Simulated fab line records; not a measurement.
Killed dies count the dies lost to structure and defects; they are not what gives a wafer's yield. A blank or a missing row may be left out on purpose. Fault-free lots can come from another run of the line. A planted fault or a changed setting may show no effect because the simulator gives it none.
A lot that was struck, set against a sound lot    flow n5Finfet    15 out of 1938 route steps
Sound: these wafers, L935.3, L935.5, L935.6. Wafers L946.1, L946.6 were the ones struck. At the end, the cause is stated.
Order at every step that has rows: each side's tool, ch and its chambers, its first start. Under that, the readings that differ: sound wafers    struck wafers    difference of the means    sigmas: that difference in standard deviations of wafers without a fault.
alike: words and numbers the same on both sides, and readings whose means are apart by under 2 such deviations; not compared: readings that were withheld, readings missing a value for some wafer, numbers with overlapping values and no deviation given by the record, and bounds like >300 which may hide the same value.
The two part at a step that has a row with sigmas, a row that says differs or no value, or rows on one side only. Numbers that don't overlap but have no deviation are shown without sigmas and don't part them. A reading that every wafer of one side lacks parts them only if that side has two wafers or more.

first, 2 steps without rows for these wafers: N5_BEOL_M6_CURE_75 (cures SiCOH lowk, time 120 s); N5_BEOL_M6_DEGAS_44 (time 60 s).
N5_BEOL_M6_PRE_CLEAN_45: time 30 s.
  sound on pvdSputter-02, day 10 04:26; struck on pvdSputter-03, day 12 14:49
  alike: heaterPowerW
then, 1 step without rows for these wafers: N5_BEOL_M6_ALD_77 (deposits TaN, target thk 2 nm, pulse time 2 s, purge time 3 s).
N5_BEOL_M6_SURFACE_TREAT_79:
  sound on pvdSputter-03, day 10 04:47; struck on pvdSputter-02, day 12 15:26
  not compared: throttleValvePct
then, 1 step without rows for these wafers: N5_BEOL_M6_CVD_78 (deposits Co from CCTBA/H2, target thk 2 nm, time 142.3 s).
N5_BEOL_M6_SPUTTER_48: material Cu, target thk 10 nm, time 1.667 s.
  sound on pvdSputter-01, day 10 05:06; struck on pvdSputter-03, day 12 15:42
  alike: biasV, chamberPressurePa, throttleValvePct
then, 1 step without rows for these wafers: N5_BEOL_M6_ECD_50 (material Cu, target thk 300 nm).
N5_BEOL_M6_ANNEAL_51: time 90 s.
  sound on rtpAnneal-02 ch 0, day 10 05:33; struck on rtpAnneal-02 ch 0, day 12 16:25
  alike: wafer_temp_C_max
N5_BEOL_M6_CMP_52: polishes, stops on SiCOH lowk, t overpolish 6.9 s, target thk 80 nm.
  sound on cmp-04 ch 1,2,3, day 10 05:53; struck on cmp-01 ch 1,3, day 12 16:50
  alike: barrierFieldEndpointS, motorCurrentA, overpolishRunS, timeToEndpointS
  not compared: padLifeWafers
N5_BEOL_M6_THK_MEAS_53: measures by xrf.
  sound on filmMetro-02, day 10 06:04; struck on filmMetro-02, day 12 17:01
  alike: M6_THK
then, 1 step without rows for these wafers: N5_BEOL_M6_PRE_CLEAN_55 (time 15 s).
N5_BEOL_M6_DEP_56: deposits SiCN from 3MS/NH3, target thk 10 nm, time 17.5 s.
  sound on pecvd-03 ch 0,1, day 10 06:08; struck on pecvd-04 ch 1,2, day 12 17:04
reading                                  sound         struck   difference  sigmas
model.SiCN_of_BEOL_M6_DEP_56.thkNm (nm)  10.2 10 10.4  7.6 7.4  -2.7        
  alike: showerheadPlenumPTorr, throttleValvePct
N5_BEOL_M6_RS_MEAS_57: measures by four-point-probe.
  sound on filmMetro-02, day 10 06:12; struck on filmMetro-02, day 12 17:08
  alike: M6_RS
N5_PASSIVATION_PROBE_49:
  the record holds rows for the sound wafers here (prober-02, day 13 18:27) but none for the struck ones

== WHERE THEY PART ==
Within this record, at N5_PASSIVATION_PROBE_49 only.

WHY: the cause the simulator had injected
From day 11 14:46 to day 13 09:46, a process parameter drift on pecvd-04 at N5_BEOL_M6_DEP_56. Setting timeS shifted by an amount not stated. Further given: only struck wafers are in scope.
